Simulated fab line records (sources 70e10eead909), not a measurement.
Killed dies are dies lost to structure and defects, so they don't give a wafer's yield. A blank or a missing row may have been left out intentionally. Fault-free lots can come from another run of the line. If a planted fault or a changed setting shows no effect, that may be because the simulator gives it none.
fab line records	flow nandHarc
record: lots: 24	wafers: 72	lastDay: 34
route steps=1302 shown P_BONDPAD@368 A_SOURCE_PLATE@416 A_ONON_D1@425 A_CHANNEL_HOLE_D1@451
lots untouched by any fault: they come from a run of this same line in which no faults occurred
startH: hours from the record's first day to the start of the lot's first wafer shown	waitH: hours elapsed since this lot's preceding step	" same as the row above	L1.1+2: one row covering several wafers at once	- no value present, or no start provided	* or withheld: withheld	< > ~ a bound
route shown NAME@n: names a module that has steps shown in the file, with the first one's number in the route	usual: mean/standard deviation of fault-free wafers	same: alike in all rows	chamber/n: place in a boat	sites: each site's reading	_std_site: their standard deviation	_edge_site: outer sites' mean less inner sites'	radiusMm: for every site, how far away it sits from the centre of the wafer	mask NAME#n: copy n	behind: the last tool/chamber to shape the wafer	hold: why the lot went on hold/how many hours it stayed there/how the hold came to an end	device: the n, p or np transistor that did not switch	end of line: the same wafers' tests at the end of the route	a step with no rows: only its recipe	killed: the dies lost at the first sort to structure and to defects; this is not the yield of the wafer	map: dies across one wafer; x = killed, . = not, _ = none there
set.NAME: the setting that was run; set.NAME@STEP: the one run at that earlier step	model.NAME: the simulator's own value behind a step, which no gauge read
the route's steps for a sample of lots (tables are steps, rows are wafers)
services: from which hour (startH, from the record's first day; less than 0 if before it) a tool's chamber was out of use, for how many hours, and why
== steps ==
step: NHARC_P_BONDPAD_ETCH_37
recipe: targetDepthA: 600	overetchA: 180	timeS: 65.91	ionEnergyEv: 200	n2FlowSccm: 150	h2FlowSccm: 150	arFlowSccm: 0	rfW: 400	biasW: 150	chemistry: N2/H2
usual: drypumpMotorCurrentA: 5.7/0.51	h2FlowSccm: 150.0/0.45	oesProductAu: 0.998/0.0087	rfVppV: 430.6/2.3	showerheadPlenumPTorr: 2.04/0.077	throttleValvePct: 14.171/0.009
lot.wafer	tool	chamber	startH	waitH	drypumpMotorCurrentA	h2FlowSccm	oesProductAu	rfHoursCounterH	rfVppV	showerheadPlenumPTorr	throttleValvePct
L074.2	rieDiel-02	0	135.76	0.1	5.1	149.9	1.001	5.5	428.0	1.94	14.172
L074.6	"	2	"	"	4.9	150.3	1.001	-	429.3	2.03	14.174
L074.5	"	3	"	"	6.5	149.5	1.000	-	433.8	2.13	14.169
L075.2	rieDiel-05	0	147.19	0.1	6.3	150.4	0.998	2.3	427.7	2.01	14.163
L075.1	"	2	"	"	5.5	150.4	1.012	2.1	433.2	2.17	14.155
L075.5	"	1	"	"	4.9	149.6	0.991	-	429.8	2.07	14.171
L076.3	rieDiel-03	3	159.10	0.1	6.2	149.5	0.990	2.1	428.3	1.93	14.187
L076.1	"	0	"	"	5.5	150.3	0.987	2.2	432.7	2.08	14.175
L076.4	"	2	"	"	5.9	149.5	0.993	1.6	431.7	2.07	14.153
L077.1	rieDiel-02	1	161.95	0.1	6.1	150.0	0.993	6.9	433.5	2.14	14.172
L077.4	"	3	"	"	6.5	150.5	0.982	7.7	434.1	2.13	14.172
L077.5	"	2	"	"	4.9	150.2	1.000	-	431.6	2.03	14.185
L079.2	rieDiel-05	3	185.73	0.1	5.6	149.4	1.008	3.4	428.1	1.95	14.172
L079.5	"	0	"	"	6.3	149.6	0.996	-	429.9	2.01	14.174
L079.6	"	1	"	"	4.9	149.6	0.992	-	430.5	2.07	14.183
L078.1	rieDiel-02	3	187.26	0.1	6.4	150.2	0.993	9.7	433.5	2.13	14.178
L078.2	"	1	"	"	6.1	150.3	0.985	8.5	432.6	2.14	14.193
L078.5	"	2	"	"	4.9	150.3	1.002	-	430.6	2.03	14.175
L080.1	rieDiel-03	3	206.02	0.1	6.1	150.1	1.005	5.0	427.0	1.93	14.183
L080.2	"	1	"	"	6.1	150.7	0.994	4.2	429.7	2.05	14.171
L080.5	"	3	"	"	6.1	150.8	1.005	-	428.5	1.93	14.166
L081.4	rieDiel-03	0	214.50	0.1	5.4	149.7	0.994	6.6	433.1	2.08	14.168
L081.1	"	1	"	"	6.1	149.7	0.987	4.8	431.4	2.05	14.168
L081.2	"	2	"	"	6.0	149.6	1.002	4.3	432.4	2.07	14.172
L082.3	rieDiel-02	1	215.38	0.1	6.1	149.6	0.990	9.5	432.0	2.14	14.166
L082.2	"	0	"	"	5.1	149.6	1.003	9.8	427.1	1.94	14.157
L082.5	"	1	"	"	6.1	150.3	0.996	-	431.8	2.14	14.165
L083.2	rieDiel-05	3	226.01	0.1	5.6	150.3	0.993	4.8	427.8	1.95	14.182
L083.6	"	2	"	"	5.5	150.3	1.007	-	433.9	2.17	14.169
L083.5	"	3	"	"	5.6	150.4	0.991	-	428.7	1.95	14.175
L084.3	rieDiel-03	2	234.71	0.1	5.9	149.9	1.008	6.3	431.7	2.07	14.176
L084.1	"	3	"	"	6.1	150.5	1.005	8.0	428.5	1.93	14.185
L084.5	"	0	"	"	5.4	150.5	0.995	-	433.0	2.08	14.170
L086.4	rieDiel-03	2	249.34	0.1	6.0	150.0	0.993	6.6	432.4	2.07	14.167
L086.5	"	2	"	"	6.0	149.5	0.998	-	432.2	2.07	14.173
L086.6	"	3	"	"	6.1	150.0	0.985	-	425.5	1.93	14.159
L085.2	rieDiel-02	2	255.17	0.1	4.9	150.1	0.988	1.5	431.3	2.02	14.167
L085.1	"	3	"	"	6.5	150.1	1.009	1.7	433.8	2.13	14.188
L085.6	"	1	"	"	6.1	150.7	0.993	-	434.0	2.13	14.163
L087.3	rieDiel-05	1	271.18	0.1	5.0	149.6	0.995	0.5	430.6	2.07	14.174
L087.1	"	0	"	"	6.3	150.2	0.993	0.5	428.9	2.00	14.165
L087.5	"	1	"	"	4.9	150.3	0.984	-	432.6	2.07	14.184
L089.3	rieDiel-05	1	280.97	0.1	4.9	149.6	0.991	0.6	429.8	2.07	14.172
L089.6	"	2	"	"	5.5	150.2	1.004	-	434.7	2.17	14.187
L089.5	"	3	"	"	5.6	150.5	1.007	-	427.7	1.95	14.182
L088.1	rieDiel-05	1	282.38	0.1	5.0	150.2	0.990	0.6	430.7	2.07	14.181
L088.3	"	3	"	"	5.5	150.1	0.986	0.7	427.8	1.95	14.167
L088.6	"	2	"	"	5.5	150.8	0.997	-	433.9	2.17	14.182
L090.3	rieDiel-05	2	301.92	0.1	5.5	149.4	1.006	2.0	433.2	2.17	14.172
L090.1	"	0	"	"	6.3	151.4	0.992	1.8	428.9	2.00	14.167
L090.5	"	2	"	"	5.5	149.9	1.000	-	434.3	2.17	14.171
L091.3	rieDiel-05	0	303.38	0.1	6.3	150.2	0.993	1.9	429.7	2.00	14.174
L091.1	"	2	"	"	5.5	150.2	1.018	2.1	434.2	2.17	14.152
L091.6	"	0	"	"	6.3	150.2	0.985	-	429.3	2.00	14.159
L092.3	rieDiel-05	0	314.92	0.1	6.3	150.7	0.984	2.1	430.5	2.00	14.159
L092.4	"	1	"	"	4.9	150.7	0.994	2.3	432.2	2.07	14.184
L092.6	"	3	"	"	5.6	149.9	0.998	-	426.8	1.95	14.166
L093.1	rieDiel-03	0	322.34	0.1	5.5	150.5	0.999	1.4	429.9	2.08	14.182
L093.4	"	1	"	"	6.1	149.7	0.983	1.4	429.6	2.05	14.190
L093.6	"	3	"	"	6.1	150.1	1.004	-	427.1	1.93	14.177
L094.1	rieDiel-03	0	343.24	0.1	5.4	149.5	1.006	2.1	430.6	2.08	14.169
L094.4	"	1	"	"	6.1	150.3	1.002	2.1	430.1	2.05	14.163
L094.3	"	2	"	"	5.9	150.2	1.001	2.1	432.3	2.07	14.154
L095.4	rieDiel-05	3	344.81	0.1	5.6	150.6	0.991	3.2	428.2	1.95	14.168
L095.1	"	0	"	"	6.3	150.1	0.988	2.8	429.6	2.00	14.177
L095.5	"	3	"	"	5.6	150.6	0.994	-	425.6	1.95	14.162
L096.3	rieDiel-02	2	359.35	0.1	4.9	149.5	1.008	7.8	430.6	2.02	14.185
L096.2	"	0	"	"	5.1	150.4	1.006	6.1	427.1	1.94	14.165
L096.5	"	1	"	"	6.1	149.6	1.009	-	432.6	2.13	14.174
L097.4	rieDiel-05	1	368.36	0.1	4.9	150.0	1.000	4.3	431.1	2.07	14.173
L097.2	"	0	"	"	6.3	149.5	0.986	3.9	429.5	2.00	14.169
L097.5	"	2	"	"	5.5	150.6	1.010	-	433.6	2.17	14.180
step: NHARC_A_SOURCE_PLATE_THK_MEAS_09
recipe: thkMeasGauge: ellipsometry
usual: thkNm: 9.8/1.1
lot.wafer	tool	chamber	startH	waitH	thkNm
L074.2	filmMetro-01	-	149.60	0.4	10.1
L074.5	"	-	"	"	9.7
L074.6	"	-	"	"	12.6
L075.1	filmMetro-02	-	159.73	0.4	9.4
L075.2	"	-	"	"	10.2
L075.5	"	-	"	"	10.6
L076.1	filmMetro-02	-	171.55	0.4	10.3
L076.3	"	-	"	"	8.0
L076.4	"	-	"	"	10.9
L077.1	filmMetro-02	-	175.31	0.4	9.8
L077.4	"	-	"	"	7.2
L077.5	"	-	"	"	10.4
L078.1	filmMetro-01	-	199.21	0.4	10.6
L078.2	"	-	"	"	7.3
L078.5	"	-	"	"	11.7
L079.2	filmMetro-02	-	199.21	0.4	8.9
L079.5	"	-	"	"	8.1
L079.6	"	-	"	"	10.9
L080.1	filmMetro-02	-	218.62	0.4	11.2
L080.2	"	-	"	"	10.9
L080.5	"	-	"	"	10.6
L081.1	filmMetro-01	-	227.00	0.4	10.8
L081.2	"	-	"	"	8.1
L081.4	"	-	"	"	11.5
L082.2	filmMetro-02	-	227.00	0.4	10.1
L082.3	"	-	"	"	8.8
L082.5	"	-	"	"	10.9
L083.2	filmMetro-02	-	239.80	0.4	9.5
L083.5	"	-	"	"	8.5
L083.6	"	-	"	"	9.8
L084.1	filmMetro-01	-	248.22	0.4	9.6
L084.3	"	-	"	"	9.1
L084.5	"	-	"	"	8.1
L086.4	filmMetro-01	-	262.40	0.4	8.7
L086.5	"	-	"	"	10.1
L086.6	"	-	"	"	9.6
L085.1	filmMetro-02	-	267.99	0.4	9.1
L085.2	"	-	"	"	12.0
L085.6	"	-	"	"	11.4
L087.1	filmMetro-02	-	286.37	0.4	10.8
L087.3	"	-	"	"	9.7
L087.5	"	-	"	"	9.8
L089.3	filmMetro-02	-	293.17	0.4	10.3
L089.5	"	-	"	"	11.4
L089.6	"	-	"	"	8.5
L088.1	filmMetro-01	-	293.17	0.4	8.9
L088.3	"	-	"	"	8.1
L088.6	"	-	"	"	10.1
L091.1	filmMetro-01	-	314.04	0.4	10.0
L091.3	"	-	"	"	9.3
L091.6	"	-	"	"	10.1
L090.1	filmMetro-02	-	314.04	0.4	9.2
L090.3	"	-	"	"	9.9
L090.5	"	-	"	"	9.5
L093.1	filmMetro-01	-	333.05	0.4	10.4
L093.4	"	-	"	"	10.2
L093.6	"	-	"	"	10.2
L092.3	filmMetro-02	-	333.05	0.4	9.5
L092.4	"	-	"	"	9.7
L092.6	"	-	"	"	9.9
L094.1	filmMetro-02	-	355.64	0.4	8.2
L094.3	"	-	"	"	10.7
L094.4	"	-	"	"	10.9
L095.1	filmMetro-01	-	355.66	0.4	9.6
L095.4	"	-	"	"	8.5
L095.5	"	-	"	"	9.1
L096.2	filmMetro-02	-	371.72	0.4	9.4
L096.3	"	-	"	"	10.6
L096.5	"	-	"	"	10.5
L097.2	filmMetro-01	-	382.53	0.4	10.3
L097.4	"	-	"	"	10.9
L097.5	"	-	"	"	10.3
step: NHARC_A_ONON_D1_THK_MEAS_02
recipe: thkMeasGauge: ellipsometry
usual: thkNm: 999/10
lot.wafer	tool	chamber	startH	waitH	thkNm
L074.2	filmMetro-01	-	162.76	-	999
L074.5	"	-	"	"	996
L074.6	"	-	"	"	998
L075.1	filmMetro-02	-	172.93	-	1010
L075.2	"	-	"	"	1010
L075.5	"	-	"	"	1011
L076.1	filmMetro-02	-	186.39	-	1012
L076.3	"	-	"	"	1010
L076.4	"	-	"	"	1013
L077.1	filmMetro-01	-	189.68	-	998
L077.4	"	-	"	"	996
L077.5	"	-	"	"	998
L078.1	filmMetro-02	-	215.61	-	981
L078.2	"	-	"	"	980
L078.5	"	-	"	"	980
L079.2	filmMetro-01	-	215.62	-	995
L079.5	"	-	"	"	997
L079.6	"	-	"	"	996
L080.1	filmMetro-02	-	234.36	-	990
L080.2	"	-	"	"	994
L080.5	"	-	"	"	993
L082.2	filmMetro-01	-	242.59	-	1016
L082.3	"	-	"	"	1015
L082.5	"	-	"	"	1016
L081.1	filmMetro-02	-	242.61	-	1003
L081.2	"	-	"	"	1001
L081.4	"	-	"	"	1004
L083.2	filmMetro-02	-	253.38	-	993
L083.5	"	-	"	"	992
L083.6	"	-	"	"	992
L084.1	filmMetro-02	-	261.76	-	1009
L084.3	"	-	"	"	1009
L084.5	"	-	"	"	1007
L086.4	filmMetro-01	-	275.88	-	1009
L086.5	"	-	"	"	1008
L086.6	"	-	"	"	1011
L085.1	filmMetro-01	-	281.14	-	992
L085.2	"	-	"	"	994
L085.6	"	-	"	"	993
L087.1	filmMetro-01	-	299.54	-	1004
L087.3	"	-	"	"	1003
L087.5	"	-	"	"	1004
L089.3	filmMetro-02	-	307.94	-	985
L089.5	"	-	"	"	981
L089.6	"	-	"	"	983
L088.1	filmMetro-01	-	308.00	-	991
L088.3	"	-	"	"	990
L088.6	"	-	"	"	990
L090.1	filmMetro-02	-	332.91	-	1006
L090.3	"	-	"	"	1007
L090.5	"	-	"	"	1008
L091.1	filmMetro-01	-	332.91	-	992
L091.3	"	-	"	"	991
L091.6	"	-	"	"	991
L093.1	filmMetro-02	-	350.06	-	979
L093.4	"	-	"	"	979
L093.6	"	-	"	"	979
L092.3	filmMetro-01	-	350.07	-	997
L092.4	"	-	"	"	996
L092.6	"	-	"	"	995
L095.1	filmMetro-02	-	368.88	-	1013
L095.4	"	-	"	"	1013
L095.5	"	-	"	"	1014
L094.1	filmMetro-01	-	368.88	-	1007
L094.3	"	-	"	"	1008
L094.4	"	-	"	"	1008
L096.2	filmMetro-01	-	385.38	-	1001
L096.3	"	-	"	"	1000
L096.5	"	-	"	"	999
L097.2	filmMetro-02	-	399.10	-	991
L097.4	"	-	"	"	992
L097.5	"	-	"	"	992
step: NHARC_A_CHANNEL_HOLE_D1_DEP_01
recipe: targetThkA: 1400	targetThkNm: 140	tempC: 400	pressureTorr: 3.5	flowSccm: 200	rfW: 350	material: SiON
usual: chamberPressureTorr: 3.500/0.0076	heaterPowerW: 715/83
lot.wafer	tool	chamber	startH	waitH	chamberPressureTorr	heaterPowerW
L074.2	pecvd-01	0	181.03	1.3	3.499	760
L074.5	"	0	"	"	3.504	771
L074.6	"	1	"	"	3.493	701
L075.2	pecvd-01	0	187.89	1.3	3.508	784
L075.1	"	2	"	"	3.496	772
L075.5	"	1	"	"	3.505	686
L076.1	pecvd-04	2	201.66	1.6	3.507	756
L076.3	"	0	"	"	3.498	631
L076.4	"	0	"	"	3.508	630
L077.1	pecvd-04	2	202.35	1.6	3.507	647
L077.5	"	2	"	"	3.507	652
L077.4	"	0	"	"	3.516	613
L079.2	pecvd-04	1	234.28	1.3	3.494	601
L079.5	"	1	"	"	3.488	597
L079.6	"	2	"	"	3.488	638
L078.2	pecvd-01	2	234.36	1.3	3.501	750
L078.1	"	0	"	"	3.500	714
L078.5	"	0	"	"	3.503	748
L080.1	pecvd-02	0	254.90	1.6	3.496	839
L080.2	"	2	"	"	3.504	743
L080.5	"	1	"	"	3.510	749
L082.3	pecvd-02	2	261.06	1.0	3.487	759
L082.2	"	0	"	"	3.502	861
L082.5	"	0	"	"	3.495	854
L081.1	pecvd-01	2	261.39	1.6	3.507	770
L081.2	"	0	"	"	3.502	732
L081.4	"	0	"	"	3.507	744
L083.2	pecvd-02	2	269.36	1.3	3.498	692
L083.6	"	0	"	"	3.500	894
L083.5	"	1	"	"	3.475	658
L084.1	pecvd-02	2	276.68	1.6	3.507	650
L084.3	"	0	"	"	3.496	821
L084.5	"	1	"	"	3.496	747
L086.6	pecvd-04	2	290.78	0.1	3.501	696
L086.4	"	0	"	"	3.496	655
L086.5	"	1	"	"	3.497	574
L085.1	pecvd-02	1	295.89	1.6	3.501	763
L085.2	"	0	"	"	3.511	821
L085.6	"	2	"	"	3.503	776
L087.1	pecvd-02	0	315.83	1.6	3.489	727
L087.3	"	1	"	"	3.515	686
L087.5	"	0	"	"	3.500	749
L089.3	pecvd-02	2	322.89	1.0	3.498	673
L089.6	"	1	"	"	3.496	762
L089.5	"	0	"	"	3.507	798
L088.3	pecvd-04	1	323.03	1.0	3.517	517
L088.1	"	2	"	"	3.502	825
L088.6	"	0	"	"	3.501	536
L091.3	pecvd-01	1	351.12	1.0	3.509	763
L091.1	"	2	"	"	3.499	747
L091.6	"	1	"	"	3.509	600
L090.1	pecvd-01	2	352.51	1.6	3.500	855
L090.3	"	0	"	"	3.513	722
L090.5	"	1	"	"	3.496	730
L093.1	pecvd-02	2	367.11	1.6	3.500	764
L093.4	"	2	"	"	3.511	760
L093.6	"	0	"	"	3.500	806
L092.3	pecvd-02	0	367.51	1.0	3.496	892
L092.6	"	0	"	"	3.497	865
L092.4	"	2	"	"	3.498	699
L094.3	pecvd-04	1	388.45	1.0	3.491	613
L094.1	"	2	"	"	3.500	813
L094.4	"	2	"	"	3.503	809
L095.1	pecvd-04	1	390.35	1.6	3.503	619
L095.4	"	2	"	"	3.495	784
L095.5	"	0	"	"	3.492	556
L096.2	pecvd-02	0	402.29	1.3	3.515	725
L096.3	"	2	"	"	3.508	755
L096.5	"	1	"	"	3.491	833
L097.2	pecvd-04	0	413.80	1.3	3.489	576
L097.4	"	2	"	"	3.505	737
L097.5	"	0	"	"	3.498	589
step: NHARC_A_CHANNEL_HOLE_D1_ETCH_24
recipe: biasV: 5000	sourceW: withheld	pressureMtorr: 20	timeS: 906.2	arFlowSccm: 375	c4f8FlowSccm: 93.8	o2FlowSccm: 31.2	tempC: -20	targetDepthA: 15000	chemistry: C4F8/O2/Ar
usual: drypumpMotorCurrentA: 5.6/0.62	showerheadPlenumPTorr: 3.58/0.1	throttleValvePct: 32.235/0.0098
lot.wafer	tool	chamber	startH	waitH	drypumpMotorCurrentA	rfHoursCounterH	showerheadPlenumPTorr	throttleValvePct
L074.2	harEtch-02	0	185.26	0.6	6.6	299	3.65	32.224
L074.6	"	0	"	"	6.6	-	3.65	32.235
L074.5	"	1	"	"	5.9	-	3.46	32.253
L075.1	harEtch-01	0	192.08	0.6	5.0	90	3.57	32.253
L075.2	"	1	"	"	5.1	90	3.66	32.215
L075.5	"	1	"	"	5.1	-	3.66	32.234
L076.1	harEtch-01	0	205.88	0.6	5.0	94	3.57	32.232
L076.3	"	0	"	"	5.0	-	3.57	32.225
L076.4	"	1	"	"	5.1	-	3.66	32.228
L077.1	harEtch-02	1	206.58	0.6	6.0	311	3.46	32.235
L077.4	"	1	"	"	5.9	-	3.46	32.234
L077.5	"	0	"	"	6.6	-	3.64	32.241
L079.2	harEtch-01	0	238.65	0.6	5.1	113	3.56	32.237
L079.5	"	1	"	"	5.1	-	3.65	32.219
L079.6	"	0	"	"	5.1	-	3.56	32.224
L078.1	harEtch-02	0	238.78	0.6	6.6	330	3.63	32.232
L078.2	"	1	"	"	6.0	330	3.45	32.245
L078.5	"	0	"	"	6.6	-	3.63	32.231
L080.2	harEtch-01	1	259.12	0.6	5.1	121	3.65	32.242
L080.1	"	0	"	"	5.1	121	3.55	32.232
L080.5	"	1	"	"	5.1	-	3.65	32.234
L082.2	harEtch-02	1	270.66	0.6	5.9	345	3.44	32.241
L082.3	"	0	"	"	6.6	-	3.62	32.247
L082.5	"	0	"	"	6.6	-	3.62	32.228
L081.2	harEtch-01	1	271.68	0.6	5.1	132	3.64	32.242
L081.1	"	0	"	"	5.1	132	3.55	32.235
L081.4	"	0	"	"	5.1	-	3.55	32.239
L083.2	harEtch-02	0	274.83	0.6	6.6	349	3.62	32.213
L083.6	"	1	"	"	5.9	-	3.44	32.227
L083.5	"	0	"	"	6.6	-	3.62	32.241
L084.1	harEtch-02	0	281.09	0.6	6.6	353	3.62	32.241
L084.3	"	0	"	"	6.6	-	3.62	32.251
L084.5	"	1	"	"	5.9	-	3.43	32.237
L086.4	harEtch-01	0	295.29	0.6	5.1	-	3.54	32.244
L086.5	"	1	"	"	5.2	-	3.63	32.236
L086.6	"	0	"	"	5.1	-	3.54	32.233
L085.1	harEtch-01	0	300.08	0.6	5.1	148	3.54	32.244
L085.2	"	1	"	"	5.1	148	3.63	32.216
L085.6	"	0	"	"	5.0	-	3.54	32.234
L087.1	harEtch-01	0	320.55	0.6	5.1	163	3.53	32.240
L087.3	"	1	"	"	5.1	-	3.62	32.233
L087.5	"	1	"	"	5.1	-	3.62	32.234
L089.3	harEtch-02	1	327.34	0.6	6.0	-	3.42	32.244
L089.5	"	0	"	"	6.6	-	3.61	32.224
L089.6	"	1	"	"	6.0	-	3.42	32.227
L088.1	harEtch-01	0	327.42	0.6	5.0	167	3.53	32.247
L088.3	"	1	"	"	5.1	-	3.62	32.238
L088.6	"	1	"	"	5.1	-	3.62	32.231
L091.1	harEtch-01	0	357.50	0.6	5.1	182	3.52	32.232
L091.3	"	0	"	"	5.1	-	3.52	32.239
L091.6	"	1	"	"	5.1	-	3.61	32.242
L090.1	harEtch-02	0	361.25	0.6	6.6	395	3.60	32.230
L090.3	"	1	"	"	6.0	-	3.41	32.204
L090.5	"	0	"	"	6.6	-	3.60	32.244
L093.1	harEtch-02	1	371.35	0.6	5.9	399	3.41	32.257
L093.4	"	0	"	"	6.6	-	3.59	32.230
L093.6	"	0	"	"	6.6	-	3.59	32.237
L092.3	harEtch-01	0	372.94	0.6	5.0	-	3.52	32.222
L092.4	"	1	"	"	5.1	-	3.61	32.226
L092.6	"	1	"	"	5.1	-	3.61	32.225
L094.1	harEtch-01	1	398.65	0.6	5.1	213	3.60	32.257
L094.3	"	1	"	"	5.1	-	3.60	32.235
L094.4	"	0	"	"	5.0	-	3.51	32.247
L095.1	harEtch-02	0	400.54	0.6	6.6	6	3.92	32.239
L095.4	"	1	"	"	5.9	-	3.92	32.243
L095.5	"	1	"	"	6.0	-	3.92	32.236
L096.2	harEtch-01	1	407.11	0.6	5.2	220	3.59	32.233
L096.3	"	0	"	"	5.1	-	3.50	32.229
L096.5	"	0	"	"	5.0	-	3.50	32.243
L097.2	harEtch-01	0	418.27	0.6	5.0	224	3.50	32.223
L097.4	"	1	"	"	5.2	-	3.59	32.235
L097.5	"	1	"	"	5.1	-	3.59	32.231
step: NHARC_A_CHANNEL_HOLE_D1_ETCH_25
recipe: biasV: 5000	sourceW: withheld	pressureMtorr: 20	timeS: 1040.2	arFlowSccm: 375	c4f8FlowSccm: 93.8	o2FlowSccm: 31.2	tempC: -20	targetDepthA: 15000	chemistry: C4F8/O2/Ar
usual: drypumpMotorCurrentA: 5.6/0.62	showerheadPlenumPTorr: 3.57/0.1	throttleValvePct: 32.236/0.01
lot.wafer	tool	chamber	startH	waitH	drypumpMotorCurrentA	rfHoursCounterH	showerheadPlenumPTorr	throttleValvePct
L074.2	harEtch-02	0	186.04	0.6	6.6	300	3.65	32.228
L074.6	"	0	"	"	6.6	-	3.65	32.229
L074.5	"	1	"	"	5.9	-	3.46	32.235
L075.1	harEtch-01	0	192.84	0.6	5.0	91	3.57	32.236
L075.2	"	1	"	"	5.1	91	3.66	32.247
L075.5	"	1	"	"	5.1	-	3.66	32.237
L076.1	harEtch-01	0	206.65	0.6	5.0	95	3.57	32.231
L076.3	"	0	"	"	5.0	-	3.57	32.236
L076.4	"	1	"	"	5.1	-	3.66	32.238
L077.1	harEtch-02	1	207.35	0.6	6.0	312	3.45	32.246
L077.4	"	1	"	"	5.9	-	3.45	32.230
L077.5	"	0	"	"	6.6	-	3.64	32.235
L079.2	harEtch-01	0	239.43	0.7	5.0	114	3.56	32.217
L079.5	"	1	"	"	5.1	-	3.65	32.267
L079.6	"	0	"	"	5.0	-	3.56	32.236
L078.1	harEtch-02	0	239.54	0.6	6.6	331	3.63	32.245
L078.2	"	1	"	"	6.0	331	3.45	32.234
L078.5	"	0	"	"	6.6	-	3.63	32.234
L080.2	harEtch-01	1	259.89	0.6	5.1	121	3.65	32.227
L080.1	"	0	"	"	5.0	121	3.55	32.242
L080.5	"	1	"	"	5.1	-	3.65	32.242
L082.2	harEtch-02	1	271.45	0.7	6.0	346	3.44	32.243
L082.3	"	0	"	"	6.6	-	3.62	32.241
L082.5	"	0	"	"	6.6	-	3.62	32.259
L081.2	harEtch-01	1	272.45	0.6	5.1	133	3.64	32.248
L081.1	"	0	"	"	5.0	133	3.55	32.218
L081.4	"	0	"	"	5.0	-	3.55	32.234
L083.2	harEtch-02	0	275.61	0.7	6.6	350	3.62	32.228
L083.6	"	1	"	"	5.9	-	3.44	32.213
L083.5	"	0	"	"	6.6	-	3.62	32.225
L084.1	harEtch-02	0	281.88	0.7	6.6	354	3.62	32.256
L084.3	"	0	"	"	6.6	-	3.62	32.232
L084.5	"	1	"	"	5.9	-	3.43	32.254
L086.4	harEtch-01	0	296.11	0.7	5.0	-	3.54	32.237
L086.5	"	1	"	"	5.1	-	3.63	32.237
L086.6	"	0	"	"	5.1	-	3.54	32.233
L085.1	harEtch-01	0	300.84	0.6	5.0	148	3.54	32.233
L085.2	"	1	"	"	5.1	148	3.63	32.238
L085.6	"	0	"	"	5.0	-	3.54	32.221
L087.1	harEtch-01	0	321.34	0.7	5.0	164	3.53	32.236
L087.3	"	1	"	"	5.1	-	3.62	32.254
L087.5	"	1	"	"	5.1	-	3.62	32.230
L089.3	harEtch-02	1	328.15	0.7	5.9	-	3.42	32.237
L089.5	"	0	"	"	6.6	-	3.61	32.244
L089.6	"	1	"	"	5.9	-	3.42	32.237
L088.1	harEtch-01	0	328.20	0.7	5.1	167	3.53	32.238
L088.3	"	1	"	"	5.2	-	3.62	32.224
L088.6	"	1	"	"	5.1	-	3.62	32.231
L091.1	harEtch-01	0	358.27	0.7	5.0	183	3.52	32.237
L091.3	"	0	"	"	5.0	-	3.52	32.244
L091.6	"	1	"	"	5.1	-	3.61	32.230
L090.1	harEtch-02	0	362.03	0.7	6.6	396	3.60	32.262
L090.3	"	1	"	"	5.9	-	3.41	32.248
L090.5	"	0	"	"	6.6	-	3.60	32.230
L093.1	harEtch-02	1	372.11	0.6	5.9	399	3.41	32.249
L093.4	"	0	"	"	6.6	-	3.59	32.240
L093.6	"	0	"	"	6.6	-	3.59	32.225
L092.3	harEtch-01	0	373.74	0.7	5.0	-	3.52	32.236
L092.4	"	1	"	"	5.1	-	3.61	32.235
L092.6	"	1	"	"	5.1	-	3.61	32.232
L094.1	harEtch-01	1	399.41	0.6	5.1	213	3.60	32.258
L094.3	"	1	"	"	5.1	-	3.60	32.239
L094.4	"	0	"	"	5.0	-	3.51	32.255
L095.1	harEtch-02	0	401.32	0.6	6.6	7	3.92	32.209
L095.4	"	1	"	"	6.0	-	3.92	32.243
L095.5	"	1	"	"	5.9	-	3.92	32.229
L096.2	harEtch-01	1	407.89	0.7	5.1	221	3.59	32.220
L096.3	"	0	"	"	5.0	-	3.50	32.240
L096.5	"	0	"	"	5.0	-	3.50	32.222
L097.2	harEtch-01	0	419.04	0.6	5.1	225	3.50	32.231
L097.4	"	1	"	"	5.1	-	3.59	32.239
L097.5	"	1	"	"	5.1	-	3.59	32.222
== services ==
tool	chamber	startH	hours	kind
pecvd-01	-	130.45	13.0	pm
pecvd-02	-	151.06	1.1	repair
rieDiel-05	0	158.03	16.1	repair
pecvd-02	1	162.74	17.2	repair
rieDiel-03	2	169.32	2.0	repair
rieDiel-05	1	205.40	10.0	repair
rieDiel-02	-	216.70	9.0	pm
rieDiel-03	1	224.47	14.9	repair
pecvd-02	-	227.06	13.0	pm
rieDiel-05	-	229.60	9.0	pm
rieDiel-05	3	257.40	6.3	repair
harEtch-01	-	262.34	0.3	repair
rieDiel-03	3	263.48	7.2	repair
rieDiel-05	2	267.72	5.3	repair
pecvd-04	-	269.06	13.0	pm
rieDiel-02	0	271.24	21.4	repair
rieDiel-03	-	281.30	9.0	pm
rieDiel-03	3	298.58	2.8	repair
harEtch-02	-	302.92	3.0	repair
rieDiel-05	2	335.30	4.3	repair
harEtch-02	-	377.23	17.0	pm
rieDiel-05	-	399.15	0.1	repair
rieDiel-05	-	406.60	9.0	pm
pecvd-02	-	408.41	13.0	pm
== key ==
fault none
